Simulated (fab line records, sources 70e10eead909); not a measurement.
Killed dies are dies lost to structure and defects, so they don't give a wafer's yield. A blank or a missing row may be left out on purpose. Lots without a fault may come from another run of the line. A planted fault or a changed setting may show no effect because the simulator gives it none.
Chamber matching | flow nand_harc | NHARC_A_M1_STRIP_18 on rie_diel-04: 4 sister chambers
The step strips in N2/H2. 4 wafers are shown with their chamber, then 9 later ones without.

WAFERS WITH THEIR CHAMBER
wafer  | chamber | showerhead_plenum_p_Torr (Torr)
L083.3 | 1       | 2.05
L088.2 | 0       | 2.14
L088.3 | 2       | 2.19
L088.5 | 3       | 1.97

WAFERS WITHOUT THEIR CHAMBER
wafer  | showerhead_plenum_p_Torr (Torr)
L089.3 | 1.97
L089.5 | 2.19
L089.6 | 1.97
L093.1 | 2.13
L093.2 | 1.97
L093.5 | 1.97
L097.1 | 1.97
L097.3 | 2.13
L097.5 | 1.97

WHICH CHAMBER EACH WENT THROUGH
wafer  | from the rows above | in truth
L089.3 | 3                   | 3
L089.5 | 2                   | 2
L089.6 | 3                   | 3
L093.1 | 0                   | 0
L093.2 | 3                   | 3
L093.5 | 3                   | 3
L097.1 | 3                   | 3
L097.3 | 0                   | 0
L097.5 | 3                   | 3
Placed correctly: 9 of 9. Can't be placed from these rows: 0. Placed wrongly: 0.
How it was worked out, from the rows above alone: a wafer's distance from a chamber is the root of the sum, over the readings, of the square of ((its reading less the chamber's mean) divided by the reading's scatter). The wafer belongs to the nearest chamber; if the next one is less than 2 further off, it can't be placed. A chamber's mean is the mean of its shown wafers. The scatter: with one shown wafer a chamber, the root of the mean of the squares of how far each hidden wafer lies from its nearest shown one.
